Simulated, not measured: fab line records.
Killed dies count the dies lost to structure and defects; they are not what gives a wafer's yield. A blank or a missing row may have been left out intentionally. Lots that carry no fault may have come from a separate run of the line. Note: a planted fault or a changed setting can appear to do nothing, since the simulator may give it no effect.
Chamber matching	flow n5_finfet	rie_diel-05 running N5_BEOL_M12_ETCH_67: 4 sister chambers
The step etches SiARC in CF4, target depth 143 nm, time 238.3 s. 16 wafers are shown with their chamber, then 8 later ones without.

## WAFERS PAIRED WITH THEIR CHAMBERS
wafer	chamber	showerhead_plenum_p_Torr (Torr)	oes_product_au (a.u.)	throttle_valve_pct (%)
L075.1	1	1.98	0.62	15.82
L075.4	0	2.21	0.64	15.50
L075.5	1	1.98	0.63	15.81
L079.3	3	2.19	0.79	15.39
L079.4	2	2.27	0.73	15.49
L079.6	3	2.19	0.80	15.39
L080.1	2	2.27	0.73	15.52
L080.2	0	2.20	0.62	15.51
L080.6	2	2.27	0.72	15.52
L081.1	2	2.26	0.72	15.53
L081.3	1	1.97	0.61	15.85
L081.6	1	1.97	0.62	15.85
L088.1	0	2.20	0.62	15.56
L088.2	1	1.97	0.61	15.88
L088.5	0	2.20	0.62	15.55
L090.1	0	2.20	0.61	15.56

SIGNATURES, as means of the wafers listed above
reading	chamber 0	chamber 1	chamber 2	chamber 3	scatter within a chamber
showerhead_plenum_p_Torr	2.2020	1.9740	2.2675	2.1900	0.00479
oes_product_au	0.6220	0.6180	0.7250	0.7950	0.00871
throttle_valve_pct	15.5360	15.8420	15.5150	15.3900	0.0247
Rule: for each reading, subtract the chamber's mean from the wafer's reading, divide by that reading's scatter and square the result; add these up over the readings and take the root, which gives the wafer's distance from the chamber. The wafer belongs to the nearest chamber; if the next one is less than 2 further off, it can't be placed. The scatter: the root of (the sum of the squares of (reading less its chamber's mean) over the shown wafers, divided by (wafers less chambers)).

## WAFERS MISSING THEIR CHAMBER
wafer	showerhead_plenum_p_Torr (Torr)	oes_product_au (a.u.)	throttle_valve_pct (%)
L090.4	2.18	0.75	15.44
L090.5	2.26	0.70	15.56
L094.1	1.96	0.59	15.91
L094.2	2.19	0.61	15.58
L094.4	2.18	0.75	15.46
L096.1	2.18	0.72	15.48
L096.2	1.96	0.59	15.91
L096.3	2.25	0.67	15.60

## WHICH CHAMBER EACH ONE RAN IN
wafer	from the rows above	in truth
L090.4	3	3
L090.5	2	2
L094.1	1	1
L094.2	0	0
L094.4	3	3
L096.1	3	3
L096.2	1	1
L096.3	2	2
Correct placement for 8 of the 8. Left unplaced by these rows: 0. Number placed wrongly: 0.
